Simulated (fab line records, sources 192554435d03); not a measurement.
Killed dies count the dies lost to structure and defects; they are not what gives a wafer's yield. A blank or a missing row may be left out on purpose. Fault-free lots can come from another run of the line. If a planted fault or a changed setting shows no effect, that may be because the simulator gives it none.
What tool caused it? | flow n5_finfet | 10 lots with 30 wafers sampled at 4 steps, on a route of 1938 steps

WHAT THE GAUGES SHOWED, per wafer
N5_BEOL_M11_INSPECT_58: inspects for defects (darkfield).
lot  | measured     | on                | raw_defect_count
L839 | day 10 21:34 | defect_inspect-01 | 72 73 41
L843 | day 11 15:16 | defect_inspect-02 | 76 36 53
L844 | day 11 22:58 | defect_inspect-02 | 70 88 83
L845 | day 12 09:23 | defect_inspect-01 | 113 65 65
L847 | day 12 12:43 | defect_inspect-01 | 52 402 64
L848 | day 13 01:43 | defect_inspect-02 | 87 54 467
L858 | day 15 03:01 | defect_inspect-01 | 46 57 115
L857 | day 15 06:59 | defect_inspect-01 | 76 52 51
L859 | day 15 11:56 | defect_inspect-01 | 74 62 42
L861 | day 16 12:52 | defect_inspect-01 | 55 92 62

WHAT TOOL EACH LOT RAN ON (gives the tool, then ch and the chambers of the sampled wafers, and finally the start)
lot  | N5_BEOL_M11_TRENCH_ETCH_37                    | N5_BEOL_M11_STRIP_77                          | N5_BEOL_M11_PRE_CLEAN_55
L839 | rie_diel-02 ch 0,2, day 10 21:26 or earlier   | rie_diel-02 ch 0,2, day 10 21:26 or earlier   | pecvd-03 ch 1,2, day 10 21:26
L843 | rie_diel-03 ch 0,1,3, day 11 15:10 or earlier | rie_diel-03 ch 0,1,3, day 11 15:10 or earlier | pecvd-01 ch 0,2, day 11 15:10
L844 | rie_diel-03 ch 1,2,3, day 11 22:51 or earlier | rie_diel-03 ch 1,2,3, day 11 22:51 or earlier | pecvd-03 ch 0,2, day 11 22:51
L845 | rie_diel-03 ch 0,2,3, day 12 09:14 or earlier | rie_diel-03 ch 0,2,3, day 12 09:14 or earlier | pecvd-01 ch 1,2, day 12 09:14
L847 | rie_diel-03 ch 0,2,3, day 12 12:36 or earlier | rie_diel-03 ch 0,2,3, day 12 12:36 or earlier | pecvd-03 ch 0,1,2, day 12 12:36
L848 | rie_diel-06 ch 2,3, day 13 01:35 or earlier   | rie_diel-06 ch 2,3, day 13 01:35 or earlier   | pecvd-03 ch 0,1,2, day 13 01:35
L858 | rie_diel-02 ch 0,3, day 15 02:54 or earlier   | rie_diel-02 ch 0,3, day 15 02:54 or earlier   | pecvd-01 ch 0,2, day 15 02:54
L857 | rie_diel-02 ch 0,2,3, day 15 06:52 or earlier | rie_diel-02 ch 0,2,3, day 15 06:52 or earlier | pecvd-04 ch 1,2, day 15 06:52
L859 | rie_diel-06 ch 0,1, day 15 11:49 or earlier   | rie_diel-06 ch 0,1, day 15 11:49 or earlier   | pecvd-01 ch 1,2, day 15 11:49
L861 | rie_diel-06 ch 0,1,2, day 16 12:45 or earlier | rie_diel-06 ch 0,1,2, day 16 12:45 or earlier | pecvd-03 ch 1,2, day 16 12:45
- N5_BEOL_M11_TRENCH_ETCH_37: etches SiCOH lowk in C4F6/O2, target depth 148.83 nm, time 48 s.
- N5_BEOL_M11_STRIP_77: strips in N2/H2, time 10 s.
- N5_BEOL_M11_PRE_CLEAN_55: time 15 s.

THE ANSWER, worked out from the rows above alone
Rule: what is usual is taken from the lots themselves. Put in order of their means at a reading, lots are off if they are a third of the lots or fewer, leave a main group of 4 or more, and stand apart from it by a gap of 3 or more times the standard deviation of the main group's means; of several such gaps the widest counts. The tables above print the reading to a certain number of digits; a main group whose means all agree to those digits is not used. A lot without any number at a reading at which 4 lots or more have one is off too. Any other lot the step has rows for is counted as sound.
Off: L847, L848, at N5_BEOL_M11_INSPECT_58 (raw_defect_count). The main group has a mean of 67 with a standard deviation of 9.3.
A tool fits if, at a process step before that reading, it ran every lot that is off, and no sound lot after the first of them. The gauges at N5_BEOL_M11_INSPECT_58 are tried like those tools. N5_BEOL_M11_TRENCH_ETCH_37 gives no start for some lots, so the hours and the order of its lots are those of N5_BEOL_M11_PRE_CLEAN_55. N5_BEOL_M11_STRIP_77 gives no start for some lots, so the hours and the order of its lots are those of N5_BEOL_M11_PRE_CLEAN_55. Of those tried, none fits.

WHAT WAS PUT IN BY THE SIMULATOR
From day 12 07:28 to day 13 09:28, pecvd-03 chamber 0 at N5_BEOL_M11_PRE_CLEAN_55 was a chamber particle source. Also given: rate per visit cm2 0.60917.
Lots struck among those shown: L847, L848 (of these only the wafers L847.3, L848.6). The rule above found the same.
